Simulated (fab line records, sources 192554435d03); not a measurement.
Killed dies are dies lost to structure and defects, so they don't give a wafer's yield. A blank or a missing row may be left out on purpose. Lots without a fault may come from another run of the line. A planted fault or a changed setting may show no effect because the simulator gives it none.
fab line records | flow n5_finfet
record lots=24 wafers=72 last_day=19
route steps=1938 shown BEOL_M7@1318 BEOL_M8@1336 BEOL_M9@1421
lots that met no fault: from a run of the same line without faults
start_h: hours from the record's first day to the start of the lot's first wafer shown | wait_h: hours since the lot's step before | " the same as in the row above | L1.1+2: a row that stands for several wafers | - no value, or no start given | * or withheld: withheld | < > ~ a bound
route shown NAME@n: a module of which the file shows steps, and the number in the route of the first | usual: mean/standard deviation of fault-free wafers | same: alike in all rows | chamber/n: place in a boat | sites: the reading at each site | _std_site: their standard deviation | _edge_site: outer sites' mean less inner sites' | radius_mm: how far each site lies from the wafer's centre | mask NAME#n: copy n | behind: the tool/chamber that last shaped the wafer | hold: why the lot was held/for how many hours/how that ended | device: the transistor (n, p or np) that didn't switch | end of line: the same wafers' tests at the end of the route | a step without rows: its recipe alone | killed: dies lost to structure and defects at the first sort, not the wafer's yield | map: a wafer's dies, x killed, . not, _ none there
set.NAME: the setting as run; set.NAME@STEP: as run at that earlier step | model.NAME: the simulator's own value behind a step, which no gauge read
steps of the route over a sample of lots; a table a step, a row a wafer
services: from which hour (start_h, from the record's first day; less than 0 if before it) a tool's chamber was out of use, for how many hours, and why
## steps
# step N5_BEOL_M7_DEGAS_44
# recipe ambient=vacuum temp_c=250 time_s=60
# usual heater_power_w=326/33
# columns lot.wafer tool chamber start_h wait_h heater_power_w
L074.2 pvd_sputter-01 - 186.21 1.7 351
L074.3 " - " " 326
L074.4 " - " " 329
L076.2 pvd_sputter-03 - 197.13 0.5 307
L076.3 " - " " 340
L076.5 " - " " 367
L075.4 pvd_sputter-03 - 207.29 0.2 320
L075.5 " - " " 344
L075.6 " - " " 360
L077.4 pvd_sputter-01 - 218.45 0.9 338
L077.5 " - " " 334
L077.6 " - " " 346
L078.1 pvd_sputter-02 - 228.55 0.6 345
L078.3 " - " " 240
L078.4 " - " " 337
L079.2 pvd_sputter-03 - 238.99 0.5 332
L079.5 " - " " 358
L079.6 " - " " 315
L080.2 pvd_sputter-03 - 242.45 0.3 317
L080.3 " - " " 350
L080.6 " - " " 315
L083.2 pvd_sputter-02 - 253.94 0.5 238
L083.3 " - " " 344
L083.6 " - " " 341
L081.3 pvd_sputter-03 - 261.40 0.2 319
L081.5 " - " " 335
L081.6 " - " " 342
L082.2 pvd_sputter-02 - 264.76 0.2 238
L082.4 " - " " 345
L082.5 " - " " 241
L084.2 pvd_sputter-03 - 276.94 0.4 359
L084.3 " - " " 331
L084.4 " - " " 322
L085.1 pvd_sputter-03 - 282.59 0.4 303
L085.2 " - " " 355
L085.3 " - " " 345
L086.4 pvd_sputter-03 - 288.95 0.2 335
L086.5 " - " " 319
L086.6 " - " " 328
L089.3 pvd_sputter-03 - 289.43 0.3 331
L089.4 " - " " 312
L089.5 " - " " 318
L087.2 pvd_sputter-02 - 298.35 0.3 345
L087.4 " - " " 240
L087.5 " - " " 340
L088.2 pvd_sputter-01 - 300.06 0.5 347
L088.3 " - " " 247
L088.5 " - " " 248
L090.2 pvd_sputter-01 - 307.08 0.4 332
L090.3 " - " " 341
L090.4 " - " " 254
L092.2 pvd_sputter-03 - 310.69 0.4 357
L092.5 " - " " 364
L092.6 " - " " 340
L093.1 pvd_sputter-02 - 314.05 0.3 341
L093.3 " - " " 350
L093.6 " - " " 242
L091.1 pvd_sputter-03 - 317.56 0.9 332
L091.3 " - " " 351
L091.6 " - " " 315
L094.1 pvd_sputter-01 - 333.64 0.3 334
L094.2 " - " " 326
L094.3 " - " " 332
L095.2 pvd_sputter-01 - 334.22 0.6 349
L095.3 " - " " 330
L095.6 " - " " 330
L097.1 pvd_sputter-03 - 346.72 0.8 333
L097.3 " - " " 311
L097.6 " - " " 337
L096.4 pvd_sputter-02 - 360.81 0.2 335
L096.5 " - " " 346
L096.6 " - " " 242
# step N5_BEOL_M8_HM_DEP_02
# recipe material=TiN target_thk_a=200 temp_c=25 chamber_pressure_pa=0.49996
# usual substrate_temp_c=25.00/0.11 throttle_valve_pct=30.3/1.2
# columns lot.wafer tool chamber start_h wait_h substrate_temp_c throttle_valve_pct
L074.2 pvd_sputter-02 - 190.71 1.5 25.02 30.1
L074.3 " - " " 24.98 31.8
L074.4 " - " " 25.16 31.2
L076.2 pvd_sputter-02 - 203.05 2.1 25.05 31.6
L076.3 " - " " 25.08 30.0
L076.5 " - " " 25.05 29.3
L075.4 pvd_sputter-03 - 213.11 0.4 25.09 32.6
L075.5 " - " " 25.05 32.9
L075.6 " - " " 25.23 28.9
L077.4 pvd_sputter-03 - 221.98 1.0 24.95 29.4
L077.5 " - " " 25.12 28.8
L077.6 " - " " 24.93 30.2
L078.1 pvd_sputter-02 - 232.78 1.4 25.08 29.5
L078.3 " - " " 24.96 31.6
L078.4 " - " " 24.72 30.2
L079.2 pvd_sputter-03 - 242.57 0.4 25.02 29.3
L079.5 " - " " 24.99 28.7
L079.6 " - " " 25.10 32.8
L080.2 pvd_sputter-02 - 248.14 2.5 25.05 30.3
L080.3 " - " " 25.03 29.4
L080.6 " - " " 25.04 29.4
L083.2 pvd_sputter-03 - 257.03 0.8 24.99 29.9
L083.3 " - " " 24.93 29.0
L083.6 " - " " 24.98 29.1
L081.3 pvd_sputter-02 - 267.38 1.8 24.67 31.4
L081.5 " - " " 24.96 29.5
L081.6 " - " " 24.75 30.3
L082.2 pvd_sputter-02 - 270.00 1.2 25.20 31.6
L082.4 " - " " 25.02 31.4
L082.5 " - " " 25.07 29.3
L084.2 pvd_sputter-02 - 280.23 1.0 24.95 30.4
L084.3 " - " " 24.93 31.4
L084.4 " - " " 25.05 31.8
L085.1 pvd_sputter-01 - 285.73 0.7 25.08 30.3
L085.2 " - " " 25.03 30.4
L085.3 " - " " 25.07 31.2
L086.4 pvd_sputter-01 - 292.41 0.7 25.03 30.4
L086.5 " - " " 25.00 30.1
L086.6 " - " " 24.88 30.4
L089.3 pvd_sputter-02 - 294.43 1.0 24.92 31.5
L089.4 " - " " 25.11 31.6
L089.5 " - " " 25.27 31.4
L087.2 pvd_sputter-02 - 303.10 1.5 24.83 29.5
L087.4 " - " " 24.91 30.1
L087.5 " - " " 25.11 29.4
L088.2 pvd_sputter-02 - 304.56 0.5 24.82 31.2
L088.3 " - " " 25.02 29.2
L088.5 " - " " 24.95 31.3
L090.2 pvd_sputter-01 - 310.54 0.9 25.03 31.5
L090.3 " - " " 25.01 28.4
L090.4 " - " " 24.83 30.7
L092.2 pvd_sputter-01 - 313.94 0.8 25.04 28.7
L092.5 " - " " 25.04 28.5
L092.6 " - " " 25.10 31.3
L093.1 pvd_sputter-03 - 316.92 0.6 24.97 32.4
L093.3 " - " " 24.85 29.6
L093.6 " - " " 24.94 29.6
L091.1 pvd_sputter-01 - 321.78 1.7 25.03 28.3
L091.3 " - " " 24.99 30.3
L091.6 " - " " 25.08 31.7
L094.1 pvd_sputter-03 - 337.98 0.3 24.89 29.9
L094.2 " - " " 24.74 32.8
L094.3 " - " " 24.96 28.7
L095.2 pvd_sputter-01 - 339.24 1.1 24.96 30.2
L095.3 " - " " 25.01 28.3
L095.6 " - " " 25.08 31.5
L097.1 pvd_sputter-02 - 350.27 0.7 24.99 31.1
L097.3 " - " " 24.94 29.8
L097.6 " - " " 25.00 29.5
L096.4 pvd_sputter-01 - 365.80 0.7 24.99 28.2
L096.5 " - " " 24.78 31.3
L096.6 " - " " 24.95 28.2
# step N5_BEOL_M8_HM_OPEN_17
# recipe chemistry=Cl2/BCl3 target_depth_a=200 overetch_a=60 target=TiN mask_material=SOC ion_energy_ev=150 pressure_mtorr=10 icp_w=1000 bias_w=126 Cl2_flow_sccm=53.25 bcl3_flow_sccm=21.75 Ar_flow_sccm=25
# usual drypump_motor_current_A=5.8/0.46 he_backside_leak_sccm=3.3/0.38 mfc_cl2_sccm=53.25/0.15 oes_product_au=0.68/0.056 rf_fwd_power_W=994/3.4 throttle_valve_pct=22.08/0.12
# columns lot.wafer tool chamber start_h wait_h drypump_motor_current_A he_backside_leak_sccm mfc_cl2_sccm oes_product_au rf_fwd_power_W rf_hours_counter_h throttle_valve_pct
L074.2 rie_metal-01 1 191.57 0.0 5.3 3.1 53.30 0.72 998 25 22.03
L074.3 " 0 " " 5.3 5.5 53.33 0.74 998 - 22.09
L074.4 " 1 " " 5.3 3.1 53.15 0.72 1000 - 22.02
L076.2 rie_metal-03 0 204.52 0.0 5.6 3.2 53.32 0.63 999 61 21.92
L076.3 " 1 " " 6.5 3.4 53.14 0.77 990 - 22.20
L076.5 " 0 " " 5.6 2.9 53.56 0.63 988 - 21.91
L075.4 rie_metal-03 0 214.01 0.1 5.6 3.2 53.29 0.62 994 - 21.91
L075.5 " 1 " " 6.4 3.4 53.23 0.77 994 - 22.21
L075.6 " 0 " " 5.7 3.4 53.36 0.62 998 - 21.92
L077.4 rie_metal-03 0 222.85 0.1 5.6 3.0 53.49 0.62 998 - 21.91
L077.5 " 0 " " 5.6 3.1 53.37 0.63 992 - 21.93
L077.6 " 1 " " 6.4 3.2 53.24 0.76 995 - 22.20
L078.1 rie_metal-03 1 233.76 0.0 6.5 3.2 53.31 0.76 992 8 22.20
L078.3 " 0 " " 5.6 3.0 53.49 0.63 997 - 21.91
L078.4 " 1 " " 6.4 3.1 53.39 0.76 994 - 22.21
L079.2 rie_metal-01 1 243.43 0.0 5.3 3.1 53.35 0.70 997 30 22.04
L079.5 " 0 " " 5.3 3.5 53.03 0.72 996 - 22.10
L079.6 " 1 " " 5.3 3.1 53.26 0.70 994 - 22.06
L080.2 rie_metal-02 0 249.16 0.0 5.6 3.6 53.42 0.64 990 49 21.95
L080.3 " 0 " " 5.6 3.6 53.46 0.64 990 - 21.94
L080.6 " 0 " " 5.6 3.5 53.43 0.64 993 - 21.94
L083.2 rie_metal-03 0 257.99 0.0 5.6 3.2 52.96 0.61 994 67 21.93
L083.3 " 1 " " 6.5 3.3 53.10 0.74 996 - 22.23
L083.6 " 1 " " 6.4 3.4 53.24 0.74 989 - 22.23
L081.3 rie_metal-03 1 268.16 0.1 6.4 3.5 53.30 0.74 988 - 22.22
L081.5 " 1 " " 6.4 3.5 53.50 0.75 994 - 22.22
L081.6 " 0 " " 5.6 3.2 53.07 0.62 997 - 21.93
L082.2 rie_metal-01 0 270.87 0.0 5.3 3.3 53.47 0.72 997 27 22.11
L082.4 " 0 " " 5.3 3.5 53.12 0.71 997 - 22.13
L082.5 " 0 " " 5.3 3.5 53.18 0.72 994 - 22.12
L084.2 rie_metal-01 0 281.09 0.0 5.3 3.5 53.11 0.71 995 28 22.12
L084.3 " 1 " " 5.3 3.1 53.47 0.69 993 - 22.05
L084.4 " 0 " " 5.3 3.6 52.99 0.71 996 - 22.11
L085.1 rie_metal-03 0 286.47 0.0 5.6 2.9 53.15 0.62 992 69 21.91
L085.2 " 1 " " 6.4 3.2 53.20 0.73 992 13 22.22
L085.3 " 1 " " 6.5 3.3 53.18 0.74 987 - 22.22
L086.4 rie_metal-01 0 293.24 0.1 5.3 3.5 53.47 0.72 998 - 22.11
L086.5 " 0 " " 5.3 3.5 53.01 0.71 996 - 22.12
L086.6 " 0 " " 5.4 3.5 53.37 0.72 996 - 22.12
L089.3 rie_metal-01 0 295.23 0.1 5.3 3.5 53.02 0.71 991 - 22.14
L089.4 " 0 " " 5.3 3.5 53.24 0.71 995 - 22.11
L089.5 " 0 " " 5.4 3.4 53.34 0.70 997 - 22.11
L087.2 rie_metal-02 0 303.83 0.0 5.6 3.5 53.12 0.63 997 53 21.95
L087.4 " 0 " " 5.6 3.4 53.17 0.63 995 - 21.95
L087.5 " 1 " " 6.1 3.5 53.17 0.60 996 - 22.13
L088.2 rie_metal-03 0 305.30 0.0 5.6 3.1 53.47 0.61 994 70 21.93
L088.3 " 1 " " 6.4 3.1 53.49 0.73 994 - 22.21
L088.5 " 0 " " 5.6 3.2 53.17 0.61 991 - 21.94
L090.2 rie_metal-03 1 311.52 0.0 6.4 3.4 53.30 0.74 989 15 22.22
L090.3 " 0 " " 5.6 3.1 53.03 0.61 994 - 21.92
L090.4 " 1 " " 6.4 3.2 53.21 0.73 987 - 22.22
L092.2 rie_metal-01 0 315.37 0.0 5.3 3.4 53.23 0.71 996 31 22.12
L092.5 " 0 " " 5.3 3.5 53.19 0.70 998 - 22.12
L092.6 " 1 " " 5.3 3.1 53.14 0.68 996 - 22.05
L093.1 rie_metal-01 0 317.66 0.0 5.3 3.4 53.35 0.70 993 31 22.14
L093.3 " 0 " " 5.3 3.4 53.25 0.71 1000 - 22.13
L093.6 " 0 " " 5.4 3.5 53.30 0.70 995 - 22.13
L091.1 rie_metal-03 0 322.53 0.0 5.6 3.2 53.20 0.61 993 72 21.93
L091.3 " 0 " " 5.6 3.1 53.25 0.61 996 - 21.94
L091.6 " 0 " " 5.6 3.2 53.32 0.61 999 - 21.92
L094.1 rie_metal-03 0 338.91 0.0 5.6 3.1 53.44 0.60 1000 73 21.94
L094.2 " 1 " " 6.4 3.5 52.99 0.72 998 17 22.22
L094.3 " 1 " " 6.4 3.6 53.06 0.72 994 - 22.21
L095.2 rie_metal-03 0 340.11 0.0 5.6 3.1 53.23 0.61 994 74 21.92
L095.3 " 0 " " 5.6 3.0 53.21 0.61 994 - 21.94
L095.6 " 0 " " 5.6 3.2 52.83 0.61 997 - 21.92
L097.1 rie_metal-02 1 351.01 0.0 6.1 3.5 53.21 0.59 993 68 22.14
L097.3 " 0 " " 5.6 3.5 53.26 0.62 990 - 21.96
L097.6 " 1 " " 6.1 3.4 53.17 0.58 997 - 22.16
L096.4 rie_metal-03 1 366.71 0.1 6.4 3.4 53.05 0.70 987 - 22.25
L096.5 " 1 " " 6.5 3.3 52.73 0.71 996 - 22.24
L096.6 " 0 " " 5.6 3.1 53.43 0.60 989 - 21.93
# step N5_BEOL_M8_STRIP_19
# recipe chemistry=O2 power_w=400 temp_c=40 pressure_mtorr=30 rf_frequency_hz=6e+07 bias_power_w=0 overash_fraction=0.2 o2_flow_sccm=225
# usual drypump_motor_current_A=5.5/0.36 o2_flow_sccm=224.9/0.64 oes_product_au=0.81/0.078 rf_vpp_V=3.7/0.65 showerhead_plenum_p_Torr=2.12/0.063 throttle_valve_pct=16.64/0.17
# columns lot.wafer tool chamber start_h wait_h drypump_motor_current_A o2_flow_sccm oes_product_au rf_hours_counter_h rf_vpp_V showerhead_plenum_p_Torr throttle_valve_pct
L074.2 rie_diel-04 1 191.93 0.3 5.4 225.7 0.90 37 3.5 2.05 16.57
L074.3 " 2 " " 5.4 225.7 0.85 71 5.3 2.13 16.70
L074.4 " 0 " " 5.8 225.2 0.71 225 4.0 2.07 16.89
L076.2 rie_diel-01 3 204.65 0.1 5.7 224.7 0.87 50 3.8 2.05 16.52
L076.3 " 2 " " 6.1 224.8 0.85 60 3.4 2.23 16.49
L076.5 " 2 " " 6.1 224.0 0.85 - 3.4 2.23 16.48
L075.4 rie_diel-01 3 214.19 0.1 5.7 224.2 0.87 54 3.5 2.04 16.51
L075.5 " 0 " " 5.3 225.4 0.86 - 3.1 2.21 16.40
L075.6 " 1 " " 5.9 225.3 0.68 - 3.5 2.15 16.73
L077.4 rie_diel-01 3 222.94 0.1 5.7 225.9 0.86 56 2.9 2.04 16.51
L077.5 " 3 " " 5.7 224.4 0.86 - 3.9 2.04 16.50
L077.6 " 2 " " 6.1 225.0 0.85 - 3.9 2.22 16.50
L078.1 rie_diel-02 2 233.94 0.1 5.5 226.1 0.71 198 3.0 2.08 16.70
L078.3 " 0 " " 5.7 225.5 0.68 240 4.0 2.16 17.14
L078.4 " 3 " " 5.1 225.7 0.72 192 4.1 2.16 16.67
L079.2 rie_diel-02 1 243.57 0.1 4.7 224.6 0.80 115 3.3 2.11 16.90
L079.5 " 0 " " 5.7 224.7 0.67 - 3.6 2.15 17.15
L079.6 " 1 " " 4.7 224.4 0.80 - 2.3 2.11 16.91
L080.2 rie_diel-02 3 249.50 0.3 5.1 225.3 0.71 198 3.1 2.16 16.65
L080.3 " 0 " " 5.7 224.6 0.68 245 3.3 2.15 17.15
L080.6 " 2 " " 5.5 225.0 0.71 - 4.9 2.08 16.70
L083.2 rie_diel-04 2 258.10 0.1 5.4 225.0 0.83 95 3.7 2.12 16.73
L083.3 " 0 " " 5.7 224.7 0.69 247 3.8 2.07 16.93
L083.6 " 1 " " 5.4 225.0 0.85 - 3.3 2.05 16.61
L081.3 rie_diel-01 3 268.28 0.1 5.7 225.4 0.84 67 4.1 2.04 16.53
L081.5 " 1 " " 5.9 224.5 0.66 - 4.3 2.14 16.77
L081.6 " 2 " " 6.1 224.2 0.83 - 3.4 2.22 16.53
L082.2 rie_diel-01 3 271.22 0.3 5.7 223.0 0.84 68 3.0 2.04 16.56
L082.4 " 2 " " 6.1 225.3 0.83 78 3.8 2.22 16.53
L082.5 " 3 " " 5.7 224.2 0.84 - 4.3 2.04 16.54
L084.2 rie_diel-01 3 281.21 0.1 5.7 225.0 0.84 72 4.5 2.04 16.54
L084.3 " 2 " " 6.0 223.6 0.83 82 3.2 2.22 16.52
L084.4 " 0 " " 5.3 224.3 0.83 - 4.4 2.20 16.44
L085.1 rie_diel-04 1 286.75 0.2 5.4 224.9 0.84 66 2.9 2.04 16.60
L085.2 " 3 " " 5.6 225.0 0.81 89 3.9 2.12 16.74
L085.3 " 0 " " 5.8 224.5 1.00 2 3.4 2.06 16.45
L086.4 rie_diel-01 3 293.38 0.1 5.7 224.6 0.83 - 4.2 2.04 16.56
L086.5 " 0 " " 5.3 224.0 0.84 - 4.3 2.20 16.46
L086.6 " 2 " " 6.0 224.7 0.83 - 4.9 2.22 16.55
L089.3 rie_diel-01 3 295.44 0.2 5.7 226.0 0.83 79 3.1 2.04 16.56
L089.4 " 0 " " 5.3 224.9 0.82 - 3.7 2.20 16.47
L089.5 " 2 " " 6.1 225.4 0.82 - 4.5 2.22 16.55
L087.2 rie_diel-04 2 304.03 0.2 5.4 226.1 0.81 109 3.3 2.12 16.77
L087.4 " 3 " " 5.6 225.2 0.81 94 4.4 2.12 16.72
L087.5 " 0 " " 5.8 224.3 0.97 - 5.3 2.06 16.47
L088.2 rie_diel-02 0 305.41 0.1 5.6 225.0 0.94 12 3.9 2.15 16.72
L088.3 " 3 " " 5.1 224.0 0.70 222 4.8 2.15 16.71
L088.5 " 0 " " 5.6 225.7 0.92 - 5.4 2.15 16.73
L090.2 rie_diel-02 3 311.68 0.1 5.1 225.5 0.69 225 4.7 2.15 16.71
L090.3 " 2 " " 5.5 226.6 0.70 222 3.6 2.08 16.72
L090.4 " 0 " " 5.7 224.3 0.93 15 4.8 2.15 16.73
L092.2 rie_diel-01 1 315.50 0.1 5.9 224.8 0.97 5 3.4 2.14 16.30
L092.5 " 1 " " 5.9 224.6 0.96 - 4.1 2.14 16.31
L092.6 " 0 " " 5.3 224.8 0.82 - 3.8 2.20 16.49
L093.1 rie_diel-02 2 317.77 0.1 5.5 225.0 0.70 225 3.5 2.07 16.74
L093.3 " 0 " " 5.7 225.3 0.93 17 4.3 2.15 16.73
L093.6 " 3 " " 5.1 226.0 0.69 - 3.9 2.15 16.72
L091.1 rie_diel-04 3 322.64 0.1 5.6 225.1 0.80 102 4.2 2.12 16.75
L091.3 " 0 " " 5.7 224.9 0.94 15 3.1 2.06 16.48
L091.6 " 1 " " 5.4 225.6 0.83 - 4.0 2.04 16.65
L094.1 rie_diel-01 0 339.02 0.1 5.3 224.9 0.81 107 3.2 2.20 16.47
L094.2 " 3 " " 5.6 225.8 0.82 92 3.5 2.03 16.58
L094.3 " 1 " " 5.9 225.1 0.93 14 4.4 2.14 16.31
L095.2 rie_diel-01 1 340.33 0.2 5.9 225.3 0.93 15 3.5 2.13 16.33
L095.3 " 0 " " 5.2 224.2 0.82 108 4.8 2.20 16.48
L095.6 " 3 " " 5.6 225.7 0.81 - 3.4 2.03 16.58
L097.1 rie_diel-04 3 351.14 0.1 5.6 225.3 0.79 112 2.9 2.11 16.77
L097.3 " 2 " " 5.4 224.7 0.79 126 3.4 2.11 16.79
L097.6 " 2 " " 5.4 225.6 0.79 - 2.3 2.11 16.79
L096.4 rie_diel-04 2 366.79 0.1 5.4 224.7 0.79 133 3.7 2.11 16.80
L096.5 " 2 " " 5.4 225.6 0.78 - 3.6 2.11 16.79
L096.6 " 1 " " 5.4 224.8 0.81 - 5.5 2.03 16.66
# step N5_BEOL_M8_INSPECT_58
# recipe inspect_instrument=darkfield mode=post_dep
# usual raw_defect_count=73/20
# columns lot.wafer tool chamber start_h wait_h raw_defect_count
L074.2 defect_inspect-01 - 199.94 0.0 85
L074.3 " - " " 41
L074.4 " - " " 94
L076.2 defect_inspect-01 - 210.77 0.0 91
L076.3 " - " " 41
L076.5 " - " " 105
L075.4 defect_inspect-02 - 218.24 0.0 99
L075.5 " - " " 103
L075.6 " - " " 98
L077.4 defect_inspect-01 - 229.67 0.0 40
L077.5 " - " " 45
L077.6 " - " " 36
L078.1 defect_inspect-02 - 240.94 0.0 69
L078.3 " - " " 78
L078.4 " - " " 62
L079.2 defect_inspect-02 - 250.20 0.0 43
L079.5 " - " " 95
L079.6 " - " " 110
L080.2 defect_inspect-01 - 257.86 0.0 61
L080.3 " - " " 68
L080.6 " - " " 100
L083.2 defect_inspect-01 - 265.47 0.0 59
L083.3 " - " " 74
L083.6 " - " " 68
L081.3 defect_inspect-02 - 275.13 0.0 59
L081.5 " - " " 82
L081.6 " - " " 91
L082.2 defect_inspect-01 - 275.68 0.0 90
L082.4 " - " " 107
L082.5 " - " " 58
L084.2 defect_inspect-02 - 285.15 0.0 57
L084.3 " - " " 74
L084.4 " - " " 61
L085.1 defect_inspect-02 - 292.51 0.0 103
L085.2 " - " " 77
L085.3 " - " " 93
L089.3 defect_inspect-02 - 300.33 0.0 77
L089.4 " - " " 49
L089.5 " - " " 59
L086.4 defect_inspect-02 - 301.38 0.0 83
L086.5 " - " " 63
L086.6 " - " " 56
L087.2 defect_inspect-02 - 308.52 0.0 64
L087.4 " - " " 66
L087.5 " - " " 86
L088.2 defect_inspect-02 - 310.55 0.0 53
L088.3 " - " " 57
L088.5 " - " " 86
L090.2 defect_inspect-02 - 315.79 0.0 53
L090.3 " - " " 120
L090.4 " - " " 87
L092.2 defect_inspect-01 - 319.64 0.0 74
L092.5 " - " " 93
L092.6 " - " " 65
L093.1 defect_inspect-02 - 321.42 0.0 61
L093.3 " - " " 65
L093.6 " - " " 115
L091.1 defect_inspect-01 - 326.79 0.0 92
L091.3 " - " " 76
L091.6 " - " " 51
L094.1 defect_inspect-02 - 344.48 0.0 54
L094.2 " - " " 57
L094.3 " - " " 66
L095.2 defect_inspect-01 - 344.56 0.0 70
L095.3 " - " " 71
L095.6 " - " " 50
L097.1 defect_inspect-01 - 356.35 0.0 85
L097.3 " - " " 63
L097.6 " - " " 79
L096.4 defect_inspect-01 - 374.23 0.0 72
L096.5 " - " " 66
L096.6 " - " " 59
# step N5_BEOL_M9_STRIP_67
# recipe chemistry=CF4 resist=SiARC power_w=300 bias_power_w=75 pressure_mtorr=50 cf4_flow_sccm=150 rf_frequency_hz=6e+07
# usual drypump_motor_current_A=5.5/0.38 oes_product_au=0.78/0.075 rf_vpp_V=271.0/1.2 showerhead_plenum_p_Torr=1.79/0.041 throttle_valve_pct=13.59/0.25
# columns lot.wafer tool chamber start_h wait_h drypump_motor_current_A oes_product_au rf_hours_counter_h rf_vpp_V showerhead_plenum_p_Torr throttle_valve_pct
L074.2 rie_diel-03 0 202.23 0.0 6.2 0.90 17 271.9 1.76 13.20
L074.3 " 2 " " 5.7 0.71 191 271.9 1.86 13.49
L074.4 " 3 " " 5.5 0.75 152 270.9 1.79 13.83
L076.2 rie_diel-05 1 212.97 0.0 4.9 0.85 67 270.5 1.74 13.30
L076.3 " 3 " " 5.4 0.76 136 271.4 1.80 13.40
L076.5 " 0 " " 4.8 0.69 - 268.7 1.77 13.91
L075.4 rie_diel-03 2 222.80 0.0 5.8 0.70 198 272.8 1.86 13.50
L075.5 " 1 " " 5.1 0.81 - 272.1 1.80 13.35
L075.6 " 0 " " 6.2 0.89 - 269.8 1.76 13.20
L077.4 rie_diel-06 1 233.10 0.0 5.7 0.91 17 274.1 1.90 13.32
L077.5 " 0 " " 5.4 0.71 - 269.6 1.77 13.85
L077.6 " 3 " " 5.2 0.94 - 271.4 1.76 13.42
L078.1 rie_diel-05 0 243.31 0.0 4.9 0.68 237 269.6 1.77 13.93
L078.3 " 2 " " 5.8 0.80 118 271.7 1.81 13.88
L078.4 " 3 " " 5.4 0.76 143 272.3 1.79 13.39
L079.2 rie_diel-06 3 253.47 0.0 5.2 0.93 17 269.4 1.76 13.43
L079.5 " 2 " " 5.8 0.76 - 271.2 1.80 13.69
L079.6 " 3 " " 5.2 0.93 - 270.8 1.76 13.42
L080.2 rie_diel-05 2 261.60 0.0 5.8 0.79 122 271.0 1.81 13.90
L080.3 " 1 " " 4.9 0.85 80 269.6 1.74 13.35
L080.6 " 0 " " 4.9 0.68 - 270.7 1.77 13.95
L083.2 rie_diel-06 2 268.33 0.0 5.8 0.75 131 271.7 1.80 13.71
L083.3 " 3 " " 5.1 0.92 20 268.9 1.76 13.44
L083.6 " 0 " " 5.4 0.70 - 269.7 1.77 13.86
L081.3 rie_diel-06 2 277.82 0.0 5.8 0.75 134 270.7 1.80 13.70
L081.5 " 0 " " 5.4 0.70 - 269.9 1.77 13.89
L081.6 " 3 " " 5.2 0.92 - 270.0 1.76 13.45
L082.2 rie_diel-05 1 277.85 0.0 4.9 0.84 85 269.8 1.74 13.35
L082.4 " 2 " " 5.8 0.78 127 270.3 1.81 13.93
L082.5 " 1 " " 4.9 0.84 - 272.2 1.74 13.34
L084.2 rie_diel-06 0 287.08 0.0 5.4 0.70 233 270.8 1.77 13.89
L084.3 " 1 " " 5.7 0.88 32 272.9 1.90 13.36
L084.4 " 2 " " 5.8 0.75 136 271.0 1.80 13.70
L085.1 rie_diel-05 1 294.39 0.0 5.0 0.83 90 270.0 1.74 13.37
L085.2 " 2 " " 5.9 0.79 132 270.3 1.81 13.93
L085.3 " 3 " " 5.4 0.74 156 270.8 1.79 13.43
L089.3 rie_diel-03 2 303.93 0.0 5.7 0.68 219 271.1 1.85 13.55
L089.4 " 0 " " 6.3 0.85 42 271.4 1.75 13.27
L089.5 " 0 " " 6.2 0.86 - 270.3 1.75 13.26
L086.4 rie_diel-06 1 304.18 0.0 5.7 0.87 38 274.2 1.90 13.36
L086.5 " 3 " " 5.2 0.89 - 269.4 1.76 13.47
L086.6 " 0 " " 5.4 0.70 - 270.0 1.77 13.91
L087.2 rie_diel-03 3 311.25 0.0 5.4 0.72 182 269.9 1.78 13.89
L087.4 " 0 " " 6.2 0.85 44 270.8 1.75 13.29
L087.5 " 2 " " 5.7 0.69 - 272.4 1.85 13.55
L088.2 rie_diel-06 2 312.42 0.0 5.8 0.74 146 270.3 1.80 13.75
L088.3 " 1 " " 5.7 0.87 41 272.5 1.90 13.35
L088.5 " 0 " " 5.4 0.70 - 270.3 1.76 13.92
L090.2 rie_diel-06 2 317.79 0.0 5.8 0.75 147 270.8 1.80 13.71
L090.3 " 0 " " 5.4 0.70 244 269.6 1.76 13.92
L090.4 " 3 " " 5.2 0.89 36 270.8 1.75 13.47
L092.2 rie_diel-05 3 322.57 0.0 5.4 0.74 166 270.7 1.79 13.44
L092.5 " 1 " " 4.9 0.82 - 269.7 1.73 13.38
L092.6 " 2 " " 5.8 0.77 - 271.6 1.80 13.95
L093.1 rie_diel-05 2 323.76 0.0 5.8 0.78 142 272.4 1.80 13.94
L093.3 " 3 " " 5.4 0.74 167 270.0 1.79 13.45
L093.6 " 3 " " 5.4 0.74 - 271.9 1.79 13.46
L091.1 rie_diel-05 1 328.97 0.0 4.9 0.82 103 270.0 1.73 13.39
L091.3 " 3 " " 5.4 0.74 169 270.8 1.79 13.45
L091.6 " 3 " " 5.4 0.74 - 272.0 1.79 13.45
L094.1 rie_diel-03 2 347.44 0.0 5.7 0.68 233 271.3 1.84 13.57
L094.2 " 1 " " 5.1 0.78 130 270.5 1.79 13.44
L094.3 " 3 " " 5.4 0.72 193 271.3 1.78 13.92
L095.2 rie_diel-03 2 347.69 0.0 5.8 0.68 233 272.1 1.84 13.57
L095.3 " 3 " " 5.4 0.72 194 271.1 1.78 13.93
L095.6 " 2 " " 5.8 0.68 - 270.7 1.85 13.58
L097.1 rie_diel-03 3 360.36 0.0 5.5 0.72 197 269.6 1.77 13.93
L097.3 " 2 " " 5.7 0.68 236 272.0 1.84 13.58
L097.6 " 1 " " 5.1 0.76 - 271.8 1.79 13.46
L096.4 rie_diel-05 0 377.98 0.0 4.9 0.92 12 271.4 1.76 13.42
L096.5 " 2 " " 5.8 0.77 - 270.8 1.80 13.99
L096.6 " 1 " " 4.9 0.80 - 270.1 1.73 13.44
## services
# columns tool chamber start_h hours kind
rie_diel-05 3 175.74 3.6 repair
rie_diel-01 0 183.85 7.7 repair
rie_diel-02 3 195.74 3.8 repair
rie_diel-04 1 207.48 14.3 repair
rie_diel-03 0 209.33 4.7 repair
rie_diel-04 - 209.64 0.6 repair
rie_diel-04 0 217.81 6.3 repair
rie_diel-02 2 227.15 4.2 repair
rie_diel-06 0 235.18 4.9 repair
rie_diel-01 - 238.63 15.6 pm
rie_metal-03 - 245.96 1.4 pm
rie_diel-02 2 252.28 2.4 repair
rie_diel-01 0 259.64 4.1 repair
rie_diel-02 - 260.12 2.8 pm
rie_diel-03 0 268.47 1.5 repair
rie_diel-05 0 280.12 21.8 repair
rie_metal-01 1 285.26 12.6 repair
rie_metal-01 - 296.14 2.8 pm
rie_diel-04 - 297.70 2.8 pm
rie_diel-01 - 310.45 2.8 pm
rie_diel-06 2 329.05 5.4 repair
rie_diel-01 0 331.37 1.3 repair
rie_diel-01 - 334.23 0.9 repair
rie_diel-05 2 354.62 15.6 repair
## key
fault none
